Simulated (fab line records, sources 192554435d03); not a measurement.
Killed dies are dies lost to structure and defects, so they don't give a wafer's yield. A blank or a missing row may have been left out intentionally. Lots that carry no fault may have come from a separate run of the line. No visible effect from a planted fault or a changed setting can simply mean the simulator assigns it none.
Which tool was responsible? -- flow n5Finfet -- 24 lots, 72 wafers sampled, at 6 steps of a route of 1938

## WHAT THE GAUGES READ, wafer by wafer
N5_BEOL_M5_CD_MEAS_18: pitch 56 nm, target cd 28 nm. Usual: 28.2 nm for cdNm, sd 0.38.
lot,measured,on,cdNm (nm),flag
L074,day 8 00:51,cdSem-02,27.8 28.4 27.8,
L076,day 8 05:00,cdSem-02,28.2 28.5 27.7,
L075,day 8 07:43,cdSem-01,28.1 27.9 28.0,
L078,day 9 04:05,cdSem-03,28.2 28.1 27.7,
L077,day 9 06:48,cdSem-03,27.7 28.0 27.5,
L079,day 9 07:38,cdSem-02,28.5 28.2 28.4,
L080,day 9 23:13,cdSem-02,28.6 28.6 27.9,
L081,day 10 01:20,cdSem-02,28.8 28.1 28.3,
L083,day 10 03:33,cdSem-01,28.4 28.6 27.9,
L082,day 10 08:36,cdSem-02,28.2 28.2 28.3,
L084,day 10 16:02,cdSem-03,27.4 28.1 28.0,
L085,day 10 17:43,cdSem-01,28.2 27.9 28.0,
L086,day 11 10:44,cdSem-02,28.1 27.4 28.8,
L088,day 11 10:51,cdSem-01,28.4 28.4 28.0,
L087,day 11 19:22,cdSem-01,27.8 28.8 28.6,
L090,day 12 02:44,cdSem-01,28.8 28.7 28.1,
L092,day 12 04:17,cdSem-02,27.9 28.0 28.7,
L089,day 12 03:59,cdSem-01,28.2 28.4 28.0,
L091,day 12 06:20,cdSem-02,28.0 28.2 28.5,
L093,day 12 22:14,cdSem-03,27.5 28.0 28.0,
L095,day 13 05:56,cdSem-03,28.6 27.9 28.1,
L094,day 13 08:27,cdSem-03,28.1 28.8 28.8,
L096,day 13 21:44,cdSem-02,28.4 27.5 27.8,
L097,day 13 21:53,cdSem-02,28.3 27.7 27.9,

N5_BEOL_M6_CD_MEAS_11 targets a cd of 38.5 nm. Usual: 38.2 nm for cdNm, sd 0.62.
lot,measured,on,cdNm (nm),flag
L074,day 8 11:25,cdSem-03,37.3 38.2 38.0,
L076,day 8 15:05,cdSem-02,38.7 39.1 39.0,
L075,day 8 19:52,cdSem-01,38.3 38.2 38.6,
L078,day 9 15:14,cdSem-02,38.4 37.9 37.9,
L077,day 9 18:46,cdSem-03,38.9 38.5 38.5,
L079,day 9 18:55,cdSem-03,37.6 37.5 38.3,
L080,day 10 10:53,cdSem-01,37.3 37.9 37.1,
L081,day 10 14:43,cdSem-01,37.4 37.6 37.0,
L083,day 10 16:50,cdSem-03,38.2 39.1 38.0,
L082,day 10 19:23,cdSem-02,36.6 37.5 37.1,
L084,day 11 05:28,cdSem-02,37.7 38.4 38.1,
L085,day 11 05:38,cdSem-03,38.7 38.4 38.0,
L086,day 11 20:16,cdSem-03,39.7 38.8 38.7,
L088,day 11 21:26,cdSem-02,39.0 38.0 38.9,
L087,day 12 06:49,cdSem-02,38.9 39.0 37.8,
L090,day 12 12:31,cdSem-03,38.7 38.0 37.5,
L092,day 12 14:43,cdSem-02,37.9 38.5 38.8,
L089,day 12 14:32,cdSem-03,38.3 38.8 38.0,
L091,day 12 23:32,cdSem-02,38.7 38.8 38.6,
L093,day 13 13:05,cdSem-01,38.9 37.2 39.2,
L095,day 13 15:26,cdSem-02,37.7 37.9 38.6,
L094,day 13 19:15,cdSem-01,38.4 38.3 38.0,
L096,day 14 09:46,cdSem-02,37.4 38.3 37.8,
L097,day 14 08:43,cdSem-01,37.6 38.7 38.5,

## EACH LOT AND THE TOOL THAT RAN IT (in order: tool; ch and the chambers of the sampled wafers; start)
lot,N5_BEOL_M4_SPUTTER_96,N5_BEOL_M5_PECVD_70,N5_BEOL_M5_ETCH_62,N5_BEOL_M5_ANNEAL_84
L074,"pvdSputter-02, day 7 19:26","pecvd-02 ch 0,1,2, day 7 22:07","rieDiel-03 ch 0,1,3, day 8 00:28","pvdSputter-03, day 8 06:01"
L076,"pvdSputter-02, day 7 23:31","pecvd-02 ch 0,2, day 8 02:11","rieDiel-03 ch 1,2,3, day 8 04:20","pvdSputter-02, day 8 09:51"
L075,"pvdSputter-01, day 7 23:38","pecvd-03 ch 0,1,2, day 8 02:19","rieDiel-05 ch 0,2,3, day 8 07:16","pvdSputter-03, day 8 14:13"
L078,"pvdSputter-02, day 8 23:18","pecvd-01 ch 1,2, day 9 02:47","rieDiel-02 ch 2,3, day 9 03:44","pvdSputter-02, day 9 10:04"
L077,"pvdSputter-03, day 9 00:58","pecvd-01 ch 1,2, day 9 03:40","rieDiel-02 ch 2,3, day 9 06:20","pvdSputter-01, day 9 12:41"
L079,"pvdSputter-01, day 9 02:05","pecvd-03 ch 0,1,2, day 9 05:16","rieDiel-05 ch 1,3, day 9 07:10","pvdSputter-03, day 9 13:40"
L080,"pvdSputter-03, day 9 17:38","pecvd-01 ch 0,1,2, day 9 20:21","rieDiel-05 ch 0,3, day 9 22:52","pvdSputter-02, day 10 05:02"
L081,"pvdSputter-03, day 9 21:11","pecvd-01 ch 0,1,2, day 10 00:20","rieDiel-03 ch 2,3, day 10 00:59","pvdSputter-01, day 10 07:01"
L083,"pvdSputter-01, day 9 22:43","pecvd-02 ch 0,1, day 10 01:47","rieDiel-03 ch 0,1,3, day 10 03:12","pvdSputter-02, day 10 11:56"
L082,"pvdSputter-02, day 10 02:31","pecvd-03 ch 0,1,2, day 10 06:49","rieDiel-03 ch 0,2, day 10 08:15","pvdSputter-03, day 10 13:42"
L084,"pvdSputter-03, day 10 10:15","pecvd-02 ch 0,1, day 10 13:43","rieDiel-03 ch 1,2,3, day 10 15:40","pvdSputter-02, day 10 23:37"
L085,"pvdSputter-01, day 10 13:24","pecvd-01 ch 0,1,2, day 10 16:33","rieDiel-02 ch 2,3, day 10 17:22","pvdSputter-03, day 10 23:13"
L086,"pvdSputter-02, day 11 06:11","pecvd-01 ch 1,2, day 11 08:55","rieDiel-03 ch 2,3, day 11 10:16","pvdSputter-01, day 11 15:55"
L088,"pvdSputter-03, day 11 06:13","pecvd-03 ch 1,2, day 11 09:07","rieDiel-05 ch 0,2,3, day 11 10:28","pvdSputter-03, day 11 16:10"
L087,"pvdSputter-02, day 11 12:34","pecvd-02 ch 1,2, day 11 15:44","rieDiel-05 ch 1,2, day 11 19:01","pvdSputter-03, day 12 02:02"
L090,"pvdSputter-02, day 11 20:56","pecvd-01 ch 0,1,2, day 12 00:09","rieDiel-05 ch 1,2, day 12 02:23","pvdSputter-02, day 12 07:49"
L092,"pvdSputter-02, day 11 22:46","pecvd-01 ch 1,2, day 12 01:59","rieDiel-03 ch 0,1,3, day 12 03:46","pvdSputter-03, day 12 09:29"
L089,"pvdSputter-01, day 11 22:47","pecvd-02 ch 0,1, day 12 01:57","rieDiel-05 ch 1,3, day 12 03:33","pvdSputter-01, day 12 09:07"
L091,"pvdSputter-01, day 12 01:50","pecvd-03 ch 0,1, day 12 04:31","rieDiel-02 ch 0,3, day 12 05:55","pvdSputter-03, day 12 15:52"
L093,"pvdSputter-02, day 12 15:56","pecvd-01 ch 0,1,2, day 12 18:41","rieDiel-02 ch 0,2,3, day 12 21:53","pvdSputter-03, day 13 07:24"
L095,"pvdSputter-03, day 13 01:04","pecvd-01 ch 1,2, day 13 03:56","rieDiel-03 ch 1,2, day 13 05:35","pvdSputter-02, day 13 10:24"
L094,"pvdSputter-02, day 13 04:22","pecvd-03 ch 0,2, day 13 07:09","rieDiel-03 ch 0,1,2, day 13 08:06","pvdSputter-01, day 13 14:28"
L096,"pvdSputter-03, day 13 17:10","pecvd-03 ch 0,1,2, day 13 19:50","rieDiel-05 ch 0,1,3, day 13 21:23","pvdSputter-01, day 14 04:41"
L097,"pvdSputter-02, day 13 17:16","pecvd-01 ch 0,1, day 13 19:56","rieDiel-03 ch 0,1, day 13 21:32","pvdSputter-03, day 14 03:50"
- N5_BEOL_M4_SPUTTER_96: material Cu, target thk 4.5 nm, time 8.29 s.
- N5_BEOL_M5_PECVD_70: deposits SiO2 from TEOS/O2, target thk 16 nm, time 18 s.
- N5_BEOL_M5_ETCH_62: etches SOC in N2/H2, target depth 75 nm, overetch 15 nm, time 112.5 s.
- N5_BEOL_M5_ANNEAL_84: time 1800 s.

## WHAT THE TOOLS THEMSELVES READ (means of the sampled wafers that have a number; where no wafer has one, the mark that the record gives instead)
N5_BEOL_M4_SPUTTER_96. Usual: 29.8 % for throttleValvePct, sd 1.2.
lot,tool,throttleValvePct (%),flag
L074,pvdSputter-02,30.6,
L076,pvdSputter-02,29.3,
L075,pvdSputter-01,29.3,
L078,pvdSputter-02,30.1,
L077,pvdSputter-03,29.0,
L079,pvdSputter-01,29.6,
L080,pvdSputter-03,28.9,
L081,pvdSputter-03,30.0,
L083,pvdSputter-01,30.8,
L082,pvdSputter-02,30.1,
L084,pvdSputter-03,29.5,
L085,pvdSputter-01,29.6,
L086,pvdSputter-02,30.2,
L088,pvdSputter-03,29.6,
L087,pvdSputter-02,29.4,
L090,pvdSputter-02,29.8,
L092,pvdSputter-02,29.1,
L089,pvdSputter-01,29.8,
L091,pvdSputter-01,30.6,
L093,pvdSputter-02,28.3,
L095,pvdSputter-03,29.6,
L094,pvdSputter-02,30.1,
L096,pvdSputter-03,29.5,
L097,pvdSputter-02,29.7,

N5_BEOL_M5_PECVD_70. Usual: heaterPowerW 773 W, standard deviation 110; showerheadPlenumPTorr 8.78 Torr, standard deviation 0.11; throttleValvePct 21.9 %, standard deviation 1.1.
lot,tool,heaterPowerW (W),showerheadPlenumPTorr (Torr),throttleValvePct (%),flag
L074,pecvd-02,749,8.79,23.0,
L076,pecvd-02,756,8.80,23.2,
L075,pecvd-03,704,8.87,21.5,
L078,pecvd-01,909,8.66,21.3,
L077,pecvd-01,861,8.61,20.7,
L079,pecvd-03,733,8.85,21.5,
L080,pecvd-01,746,8.73,21.5,
L081,pecvd-01,853,8.73,21.6,
L083,pecvd-02,738,8.78,23.6,
L082,pecvd-03,710,8.84,21.6,
L084,pecvd-02,744,8.75,23.5,
L085,pecvd-01,819,8.72,21.6,
L086,pecvd-01,872,8.64,20.7,
L088,pecvd-03,743,8.84,21.6,
L087,pecvd-02,715,8.78,21.5,
L090,pecvd-01,839,8.73,21.6,
L092,pecvd-01,793,8.63,20.9,
L089,pecvd-02,722,8.77,23.4,
L091,pecvd-03,754,8.87,21.4,
L093,pecvd-01,881,8.72,21.5,
L095,pecvd-01,922,8.65,21.3,
L094,pecvd-03,590,8.83,21.0,
L096,pecvd-03,716,8.84,21.6,
L097,pecvd-01,854,8.76,21.9,

N5_BEOL_M5_ETCH_62. Usual: drypumpMotorCurrentA 5.7 A, standard deviation 0.55; oesProductAu 0.62 a.u., standard deviation 0.05; rfVppV 523.7 V, standard deviation 1.8; showerheadPlenumPTorr 2.54 Torr, standard deviation 0.054; throttleValvePct 17.77 %, standard deviation 0.23.
lot,tool,drypumpMotorCurrentA (A),oesProductAu (a.u.),rfVppV (V),showerheadPlenumPTorr (Torr),throttleValvePct (%),flag
L074,rieDiel-03,5.6,0.68,524.8,2.55,17.67,
L076,rieDiel-03,5.7,0.64,525.4,2.60,17.68,
L075,rieDiel-05,6.0,0.62,522.8,2.51,17.83,
L078,rieDiel-02,5.7,0.58,524.7,2.55,18.10,
L077,rieDiel-02,6.1,0.57,523.9,2.53,17.98,
L079,rieDiel-05,5.9,0.60,524.6,2.57,17.76,
L080,rieDiel-05,6.0,0.59,522.4,2.49,18.03,
L081,rieDiel-03,6.3,0.61,525.1,2.57,17.72,
L083,rieDiel-03,5.6,0.65,524.0,2.54,17.72,
L082,rieDiel-03,5.4,0.62,522.3,2.51,17.82,
L084,rieDiel-03,5.7,0.62,525.8,2.59,17.72,
L085,rieDiel-02,5.7,0.57,523.7,2.55,18.12,
L086,rieDiel-03,6.0,0.57,524.7,2.59,17.80,
L088,rieDiel-05,6.0,0.60,522.1,2.50,17.86,
L087,rieDiel-05,5.8,0.60,524.4,2.56,17.51,
L090,rieDiel-05,5.8,0.60,524.8,2.56,17.51,
L092,rieDiel-03,5.6,0.65,523.8,2.54,17.74,
L089,rieDiel-05,5.9,0.59,524.9,2.56,17.79,
L091,rieDiel-02,5.5,0.61,523.8,2.53,18.01,
L093,rieDiel-02,5.7,0.60,523.0,2.52,17.88,
L095,rieDiel-03,5.1,0.70,524.9,2.59,17.59,
L094,rieDiel-03,5.3,0.68,525.0,2.55,17.65,
L096,rieDiel-05,6.0,0.64,523.1,2.52,17.78,
L097,rieDiel-03,5.2,0.64,522.5,2.50,17.80,

N5_BEOL_M5_ANNEAL_84. Usual: 818 W for heaterPowerW, sd 46.
lot,tool,heaterPowerW (W),flag
L074,pvdSputter-03,838,
L076,pvdSputter-02,841,
L075,pvdSputter-03,866,
L078,pvdSputter-02,830,
L077,pvdSputter-01,819,
L079,pvdSputter-03,812,
L080,pvdSputter-02,803,
L081,pvdSputter-01,774,
L083,pvdSputter-02,793,
L082,pvdSputter-03,821,
L084,pvdSputter-02,815,
L085,pvdSputter-03,838,
L086,pvdSputter-01,813,
L088,pvdSputter-03,826,
L087,pvdSputter-03,853,
L090,pvdSputter-02,797,
L092,pvdSputter-03,849,
L089,pvdSputter-01,781,
L091,pvdSputter-03,856,
L093,pvdSputter-03,836,
L095,pvdSputter-02,815,
L094,pvdSputter-01,786,
L096,pvdSputter-01,767,
L097,pvdSputter-03,854,

## THE ANSWER, worked out from the rows above alone
Rule: lot off if the mean of its wafers having a number is beyond 3 standard deviations from the usual mean. A lot without any number at a reading at which 4 lots or more have one is off too. Any other lot the step has rows for is counted as sound. Order of review: gauges by route order, followed by the tools' own readings, for which a lot's mean as printed above is used. The first step at which some lot is off is used, and at that step the reading that is off furthest; a lot without a number counts as furthest.
None of the lots is off at any reading shown; this tells nothing.

## WHAT THE SIMULATOR HAD PUT IN
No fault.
